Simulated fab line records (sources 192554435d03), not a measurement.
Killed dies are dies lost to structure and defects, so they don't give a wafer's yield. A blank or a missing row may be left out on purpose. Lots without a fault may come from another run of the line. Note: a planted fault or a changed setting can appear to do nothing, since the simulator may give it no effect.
Which tool was responsible? -- flow n5-finfet -- 14 lots, 41 wafers sampled, at 5 steps of a route of 1938

WHAT EACH GAUGE READ, for each wafer
N5_BEOL_M4_RC_MEAS_101. Usual: DIBL_N 36.0 mV/V, standard deviation 2.5; DIBL_P 36.2 mV/V, standard deviation 3; EOT_P 10.45, standard deviation 0.092; IGATE_P 0.0039 nA/um, standard deviation 0.00055; IOFF_N 0.16 nA/um, standard deviation 0.044; IOFF_N_85C 3.1 nA/um, standard deviation 0.72; IOFF_N_LIN 0.072 nA/um, standard deviation 0.016; IOFF_N_LONG 5.5e-05 nA/um, standard deviation 3.2e-06; IOFF_P 0.21 nA/um, standard deviation 0.049; IOFF_P_85C 3.7 nA/um, standard deviation 0.7; IOFF_P_LIN 0.100 nA/um, standard deviation 0.017; IOFF_P_LONG 0.000106 nA/um, standard deviation 1e-05; ION_N 671 uA/um, standard deviation 15; ION_P 461 uA/um, standard deviation 8.7; SS_N 71.5 mV/dec, standard deviation 0.72; SS_P 73.4 mV/dec, standard deviation 0.9; VT_N 251 mV, standard deviation 4.4; VT_N_LONG 275.2 mV, standard deviation 2.2; VT_N_LVT 99 mV, standard deviation 4.7; VT_P -250 mV, standard deviation 4; VT_P_LONG -275.2 mV, standard deviation 2.8; VT_P_LVT -99 mV, standard deviation 3.9.
lot,measured,on,DIBL_N (mV/V),DIBL_P (mV/V),EOT_P,IGATE_P (nA/um),IOFF_N (nA/um),IOFF_N_85C (nA/um),IOFF_N_LIN (nA/um),IOFF_N_LONG (nA/um),IOFF_P (nA/um),IOFF_P_85C (nA/um),IOFF_P_LIN (nA/um),IOFF_P_LONG (nA/um),ION_N (uA/um),ION_P (uA/um),SS_N (mV/dec),SS_P (mV/dec),VT_N (mV),VT_N_LONG (mV),VT_N_LVT (mV),VT_P (mV),VT_P_LONG (mV),VT_P_LVT (mV),flag
L256,day 8 12:22,prober-01,34.7 36.7 33.9,33.8 36.3 32.7,10.51 10.50 10.42,0.0038 0.0041 0.0039,0.13 0.16 0.12,2.6 3.1 2.4,0.064 0.076 0.059,5.8e-05 6e-05 5.8e-05,0.20 0.24 0.19,3.5 4.1 3.3,0.102 0.117 0.097,0.000122 0.000122 0.000125,653 672 667,456 469 468,71.5 71.4 71.0,72.0 73.8 72.1,255 249 252,272.7 272.8 274.4,100 97 101,-250 -243 -246,-270.9 -269.7 -268.7,-97 -95 -97,
L258,day 8 21:51,prober-01,39.1 36.2 35.8,39.3 36.5 34.4,10.38 10.43 10.37,0.0044 0.0040 0.0037,0.23 0.17 0.16,4.3 3.3 3.1,0.097 0.080 0.070,6.2e-05 6e-05 6e-05,0.27 0.23 0.20,4.5 3.8 3.4,0.121 0.108 0.097,0.000107 0.000121 0.000111,683 688 659,463 468 451,73.2 71.3 71.9,74.2 73.4 73.2,247 248 249,271.6 270.7 273.4,96 97 99,-246 -248 -248,-275.3 -273.3 -273.7,-94 -96 -98,
L259,day 9 14:58,prober-02,32.7 37.3 35.7,34.3 40.0 38.5,10.36 10.36 10.40,0.0043 0.0046 0.0044,0.12 0.20 0.16,2.4 3.7 3.1,0.057 0.085 0.072,5.1e-05 5.3e-05 5.2e-05,0.18 0.24 0.24,3.3 4.1 4.0,0.089 0.107 0.106,0.000108 0.000111 0.000108,656 677 663,455 459 461,70.9 72.3 71.7,72.2 74.3 74.3,252 247 253,277.4 273.7 276.5,103 97 101,-249 -249 -247,-272.3 -274.7 -276.6,-101 -98 -98,
L262,day 10 03:35,prober-01,36.4 34.6 35.0,36.8 33.4 35.4,10.36 10.42 10.52,0.0046 0.0044 0.0040,0.15 0.11 0.12,3.0 2.4 2.5,0.073 0.057 0.060,5.2e-05 5.1e-05 5.2e-05,0.20 0.16 0.20,3.6 3.0 3.5,0.099 0.086 0.099,9.8e-05 9.1e-05 0.000102,678 653 669,464 452 468,71.5 70.4 71.6,73.5 72.5 72.8,252 255 255,276.5 274.6 274.1,100 104 105,-251 -253 -252,-277.9 -276.8 -273.2,-101 -102 -101,
L263,day 10 07:52,prober-02,37.0 36.0 39.7,36.6 35.6 40.1,10.45 10.35 10.41,0.0039 0.0040 0.0037,0.16 0.14 0.21,3.1 2.8 4.0,0.070 0.066 0.093,5.3e-05 5.3e-05 5.3e-05,0.20 0.19 0.26,3.4 3.3 4.3,0.093 0.091 0.112,0.000102 0.000112 0.000103,669 663 700,457 460 473,72.0 71.0 72.0,73.2 72.6 74.0,254 255 246,275.9 275.7 277.7,100 100 94,-252 -251 -249,-278.2 -276.3 -275.2,-101 -100 -96,
L264,day 10 06:41,prober-01,34.1 36.0 37.1,32.0 35.3 37.1,10.33 10.49 10.54,0.0048 0.0045 0.0034,0.11 0.13 0.15,2.2 2.6 3.0,0.052 0.061 0.069,5.4e-05 5.2e-05 5.3e-05,0.14 0.16 0.20,2.7 3.0 3.5,0.075 0.081 0.093,9.3e-05 0.000101 9.2e-05,661 658 654,453 450 455,70.8 71.4 72.1,72.9 73.9 74.2,259 255 251,275.6 277.1 277.2,102 102 100,-259 -258 -254,-279.6 -275.2 -279.4,-102 -103 -102,
L266,day 11 04:19,prober-02,35.8 38.2 35.3,35.0 37.5 33.7,10.34 10.61 10.37,0.0043 0.0034 0.0050,0.13 0.17 0.13,2.7 3.3 2.6,0.064 0.079 0.062,5.5e-05 5.5e-05 5.6e-05,0.19 0.22 0.18,3.3 3.9 3.2,0.094 0.108 0.091,0.000105 9.8e-05 0.000112,662 672 662,459 463 464,71.5 72.1 71.2,73.2 73.5 72.7,253 249 252,274.7 276.3 275.6,102 98 101,-253 -247 -252,-276.3 -275.1 -276.0,-100 -98 -100,
L269,day 11 18:24,prober-01,36.0 36.6 35.9,37.7 39.3 36.9,10.93 10.79 10.85,0.0007 0.0009 0.0007,0.00 0.00 0.00,0.0 0.0 0.0,0.000 0.000 0.000,3.9e-05 3.7e-05 3.9e-05,4.94 5.44 4.25,51.9 56.8 46.3,2.399 2.554 2.092,0.00118 0.001191 0.001157,161 163 157,573 587 561,71.7 71.6 72.3,73.4 74.2 73.5,500 499 504,514.5 512.7 515.1,348 349 355,-161 -159 -166,-200.7 -200.5 -200.4,-12 -11 -15,OFF
L270,day 12 12:41,prober-01,34.6 38.4 39.2,36.1 40.2 42.3,10.87 10.97 10.85,0.0006 0.0006 0.0006,0.00 0.00 0.00,0.0 0.0 0.0,0.000 0.000 0.000,3.7e-05 3.7e-05 3.8e-05,4.04 5.73 6.52,42.0 56.5 62.9,1.973 2.500 2.773,0.001098 0.001127 0.001107,145 152 151,566 581 583,70.8 71.7 72.1,72.8 74.7 74.1,516 505 504,519.7 521.0 521.9,361 353 351,-164 -162 -161,-202.2 -202.0 -202.5,-16 -12 -10,OFF
L275,day 12 22:44,prober-01,33.0 32.5 35.2,31.1 31.6 35.9,10.32 10.51 10.40,0.0046 0.0044 0.0034,0.10 0.10 0.14,2.0 2.0 2.8,0.048 0.047 0.069,5.6e-05 5.5e-05 5.5e-05,0.15 0.15 0.21,2.6 2.8 3.6,0.076 0.079 0.099,0.00011 0.00011 0.000119,653 643 668,454 447 456,71.0 70.5 71.3,71.9 72.3 73.8,258 259 250,274.7 274.9 275.6,106 106 98,-255 -253 -251,-273.6 -274.9 -274.7,-103 -102 -98,
L276,day 13 18:57,prober-02,36.2 33.7 39.4,37.6 33.4 39.8,10.46 10.40 10.44,0.0037 0.0045 0.0036,0.16 0.11 0.22,3.2 2.2 4.1,0.073 0.052 0.093,5.2e-05 5.2e-05 5.3e-05,0.25 0.17 0.28,4.3 3.1 4.8,0.114 0.085 0.124,0.000103 0.000101 0.000115,674 657 694,477 453 471,71.6 71.6 73.2,73.7 72.2 73.9,250 256 243,275.0 277.5 275.8,101 108 97,-247 -254 -246,-275.8 -274.8 -274.7,-98 -104 -97,
L277,day 13 21:25,prober-01,36.4 39.7 34.3,36.3 40.5 32.5,10.35 10.63 10.39,0.0044 0.0031 0.0039,0.17 0.26 0.13,3.2 4.6 2.6,0.077 0.112 0.063,6.2e-05 6.1e-05 6.1e-05,0.25 0.34 0.18,4.2 5.4 3.3,0.114 0.143 0.093,0.000128 0.000119 0.000121,678 698 672,473 475 460,72.1 72.2 70.5,73.6 74.3 72.5,251 242 251,269.9 269.2 271.2,96 89 99,-248 -244 -249,-270.4 -270.6 -268.6,-95 -90 -98,
L278,day 13 20:39,prober-01,40.1 36.2 37.9,40.6 35.1 37.6,10.33 10.46 10.36,0.0048 0.0041 0.0043,0.25 0.13 0.19,4.7 2.7 3.7,0.104 0.062 0.082,5.8e-05 5.7e-05 5.7e-05,0.31 0.19 0.25,5.0 3.4 4.2,0.130 0.093 0.113,0.000117 0.000108 0.000119,689 651 675,470 453 463,73.0 71.1 71.8,74.3 73.0 73.6,245 255 246,273.8 275.5 274.6,91 102 95,-242 -252 -246,-275.2 -275.0 -274.9,-94 -100 -96,
L279,day 14 06:51,prober-02,37.1 34.0,38.2 34.5,10.27 10.40,0.0045 0.0039,0.17 0.12,3.2 2.5,0.075 0.060,4.9e-05 4.9e-05,0.21 0.16,3.7 2.9,0.095 0.078,0.0001 8.6e-05,685 675,470 460,71.1 70.8,74.5 73.5,253 252,277.9 276.1,100 102,-253 -258,-280.8 -279.6,-103 -105,

WHICH TOOL RAN EACH LOT (tool, then ch and the chambers of the sampled wafers, then the start)
lot,N5_HKMG_FIN_HK_ANNEAL_02,N5_HKMG_FIN_ETCH_54,N5_HKMG_FIN_WET_ETCH_65,N5_HKMG_FIN_PWFM_ALD_03
L256,"rtp-anneal-01 ch 0, day 3 21:21","rie-diel-02 ch 0,1, day 3 22:10","wet-bench-04 ch 0,1,2, day 4 00:10","ald-metal-02 ch 0,1,2, day 4 00:35"
L258,"rtp-anneal-01 ch 0, day 4 14:22","rie-diel-01 ch 2,3, day 4 15:08","wet-bench-03 ch 0,1,2, day 4 17:07","ald-metal-01 ch 0,2, day 4 17:32"
L259,"rtp-anneal-02 ch 0, day 4 16:26","rie-diel-05 ch 1,2,3, day 4 17:15","wet-bench-02 ch 1,2,5, day 4 19:14","ald-metal-03 ch 0,2,3, day 4 19:40"
L262,"rtp-anneal-01 ch 0, day 5 15:02","rie-diel-01 ch 2,3, day 5 16:01","wet-bench-04 ch 1,3,6, day 5 17:59","ald-metal-01 ch 0,1,3, day 5 18:25"
L263,"rtp-anneal-02 ch 0, day 5 22:47","rie-diel-01 ch 2,3, day 5 23:29","wet-bench-02 ch 3,4,7, day 6 01:28","ald-metal-02 ch 0,2,3, day 6 01:54"
L264,"rtp-anneal-01 ch 0, day 5 23:03","rie-diel-02 ch 0,3, day 6 00:10","wet-bench-04 ch 0,2,5, day 6 02:10","ald-metal-03 ch 0,2,3, day 6 02:35"
L266,"rtp-anneal-02 ch 0, day 6 18:26","rie-diel-01 ch 0,2,3, day 6 19:19","wet-bench-03 ch 1,3,4, day 6 21:22","ald-metal-02 ch 0,2, day 6 21:48"
L269,"rtp-anneal-01 ch 0, day 7 07:14","rie-diel-02 ch 0,1, day 7 08:40","wet-bench-03 ch 1,3,6, day 7 10:39","ald-metal-02 ch 0,3, day 7 11:05"
L270,"rtp-anneal-02 ch 0, day 7 15:31","rie-diel-01 ch 2,3, day 7 16:51","wet-bench-04 ch 0,1,2, day 7 18:58","ald-metal-03 ch 0,2, day 7 19:23"
L275,"rtp-anneal-02 ch 0, day 8 18:39","rie-diel-01 ch 0,2, day 8 19:32","wet-bench-04 ch 1,2,3, day 8 21:31","ald-metal-02 ch 1,2,3, day 8 21:56"
L276,"rtp-anneal-01 ch 0, day 9 00:46","rie-diel-05 ch 0,2, day 9 01:29","wet-bench-04 ch 0,1,5, day 9 03:31","ald-metal-02 ch 0,1,2, day 9 03:56"
L277,"rtp-anneal-02 ch 0, day 9 07:40","rie-diel-02 ch 2,3, day 9 08:24","wet-bench-04 ch 4,5,6, day 9 10:26","ald-metal-03 ch 0,1,3, day 9 10:51"
L278,"rtp-anneal-01 ch 0, day 9 11:31","rie-diel-02 ch 1,2, day 9 12:12","wet-bench-03 ch 1,2,3, day 9 14:22","ald-metal-02 ch 0,1, day 9 14:47"
L279,"rtp-anneal-01 ch 0, day 9 21:53","rie-diel-05 ch 2, day 9 22:44","wet-bench-04 ch 1,2, day 10 00:46","ald-metal-02 ch 0,2, day 10 01:12"
- N5_HKMG_FIN_HK_ANNEAL_02: time 30 s.
- N5_HKMG_FIN_ETCH_54: etches SiARC in CF4, target depth 45.5 nm, time 75.8 s.
- N5_HKMG_FIN_WET_ETCH_65: etches a-Si in TMAH, stops on TiN, time 49 s, target depth 3 nm.
- N5_HKMG_FIN_PWFM_ALD_03: deposits TiN, target thk 2 nm, pulse time 1 s, purge time 3 s.

AS READ BY THE TOOLS THEMSELVES (means over the sampled wafers that have a number; for cases with no such wafer, the mark the record gives instead)
N5_HKMG_FIN_HK_ANNEAL_02. Usual: lamp-power-pct 8.79 %, standard deviation 0.056; wafer_temp_C_max 703.0, standard deviation 0.74.
lot,tool,lamp-power-pct (%),wafer_temp_C_max,flag
L256,rtp-anneal-01,8.81,702.9,
L258,rtp-anneal-01,8.77,702.8,
L259,rtp-anneal-02,8.77,702.4,
L262,rtp-anneal-01,8.80,703.1,
L263,rtp-anneal-02,8.85,703.2,
L264,rtp-anneal-01,8.76,703.7,
L266,rtp-anneal-02,8.79,703.1,
L269,rtp-anneal-01,8.72,703.5,
L270,rtp-anneal-02,8.77,702.4,
L275,rtp-anneal-02,8.75,703.3,
L276,rtp-anneal-01,8.78,703.1,
L277,rtp-anneal-02,8.73,702.4,
L278,rtp-anneal-01,8.78,704.0,
L279,rtp-anneal-01,8.79,702.5,

N5_HKMG_FIN_ETCH_54. Usual: bias-w 36.00 W, standard deviation 0.1; cf4-flow-sccm 99.99 sccm, standard deviation 0.27; drypump-motor-current-A 5.8 A, standard deviation 0.42; etch-rf-on-time-s 76.7 s, standard deviation 2.3; oes-product-au 0.64 a.u., standard deviation 0.052; rf-vpp-V 183.9 V, standard deviation 1.1; showerhead-plenum-p-Torr 2.13 Torr, standard deviation 0.06; throttle-valve-pct 15.75 %, standard deviation 0.21.
lot,tool,bias-w (W),cf4-flow-sccm (sccm),drypump-motor-current-A (A),etch-rf-on-time-s (s),oes-product-au (a.u.),rf-vpp-V (V),showerhead-plenum-p-Torr (Torr),throttle-valve-pct (%),flag
L256,rie-diel-02,36.00,99.64,5.7,77.3,0.65,183.9,2.08,15.58,
L258,rie-diel-01,36.01,99.85,5.7,75.9,0.67,185.6,2.19,15.77,
L259,rie-diel-05,35.99,99.77,5.4,76.4,0.61,184.8,2.18,15.73,
L262,rie-diel-01,36.02,99.97,5.7,75.7,0.67,184.7,2.16,15.66,
L263,rie-diel-01,36.14,100.16,5.7,76.4,0.66,183.6,2.16,15.67,
L264,rie-diel-02,36.00,99.84,5.5,73.6,0.71,184.3,2.13,15.81,
L266,rie-diel-01,36.07,100.44,5.9,76.6,0.63,183.1,2.13,15.84,
L269,rie-diel-02,35.99,100.02,5.7,77.4,0.63,183.2,2.08,15.64,
L270,rie-diel-01,36.10,99.87,5.7,75.8,0.65,185.7,2.18,15.83,
L275,rie-diel-01,35.94,99.90,6.1,76.3,0.61,183.9,2.09,16.06,
L276,rie-diel-05,35.98,100.15,6.2,78.6,0.62,182.5,2.09,15.78,
L277,rie-diel-02,36.03,99.70,5.9,76.4,0.73,184.2,2.12,15.63,
L278,rie-diel-02,35.92,99.70,5.7,78.9,0.65,183.8,2.13,15.66,
L279,rie-diel-05,36.16,99.81,5.9,75.8,0.60,183.4,2.11,15.70,

N5_HKMG_FIN_WET_ETCH_65. Usual: bath-guard-temp-C 70.0 C, standard deviation 0.4; bath-heat-duty-pct 13.3 %, standard deviation 1.5.
lot,tool,bath-guard-temp-C (C),bath-heat-duty-pct (%),flag
L256,wet-bench-04,70.1,12.3,
L258,wet-bench-03,69.5,13.4,
L259,wet-bench-02,69.7,14.0,
L262,wet-bench-04,69.9,13.7,
L263,wet-bench-02,70.5,12.8,
L264,wet-bench-04,70.1,12.1,
L266,wet-bench-03,70.0,14.1,
L269,wet-bench-03,-,-,OFF
L270,wet-bench-04,-,-,OFF
L275,wet-bench-04,70.1,12.6,
L276,wet-bench-04,70.0,14.1,
L277,wet-bench-04,69.6,14.3,
L278,wet-bench-03,70.1,12.9,
L279,wet-bench-04,70.0,11.2,

N5_HKMG_FIN_PWFM_ALD_03. Usual: heater-power-w 914 W, standard deviation 91; precursor-pulse-height-rel 0.999, standard deviation 0.019.
lot,tool,heater-power-w (W),precursor-pulse-height-rel,flag
L256,ald-metal-02,990,1.020,
L258,ald-metal-01,937,0.992,
L259,ald-metal-03,814,1.008,
L262,ald-metal-01,857,0.989,
L263,ald-metal-02,926,0.999,
L264,ald-metal-03,824,1.001,
L266,ald-metal-02,983,0.998,
L269,ald-metal-02,927,1.012,
L270,ald-metal-03,741,1.003,
L275,ald-metal-02,929,0.969,
L276,ald-metal-02,968,1.003,
L277,ald-metal-03,831,1.021,
L278,ald-metal-02,1024,1.000,
L279,ald-metal-02,968,0.999,

THE ANSWER, worked out from the rows above alone
Rule: a lot counts as off when the mean over its wafers that have a number is more than 3 standard deviations away from the usual mean. Also off: a lot with no number at a reading for which 4 or more lots have one. Where the step has rows for the other lots, those lots are counted as sound. After the gauges, taken in route order, come the tools' own readings; for these a lot's mean is taken, as printed above. The first step at which some lot is off is used, and at that step the reading that is off furthest; a lot without a number counts as furthest.
Off: at N5_BEOL_M4_RC_MEAS_101 (IOFF_P_LIN), L269, L270.
A tool fits if, at a process step before that reading, it ran every lot that is off, and no sound lot after the first of them. Not tried: the gauges at N5_BEOL_M4_RC_MEAS_101; whatever is off there is also off at N5_HKMG_FIN_WET_ETCH_65, on other tools, and gauge error can't account for it. No candidate that was tried fits.

WHAT THE SIMULATOR HAD PUT IN
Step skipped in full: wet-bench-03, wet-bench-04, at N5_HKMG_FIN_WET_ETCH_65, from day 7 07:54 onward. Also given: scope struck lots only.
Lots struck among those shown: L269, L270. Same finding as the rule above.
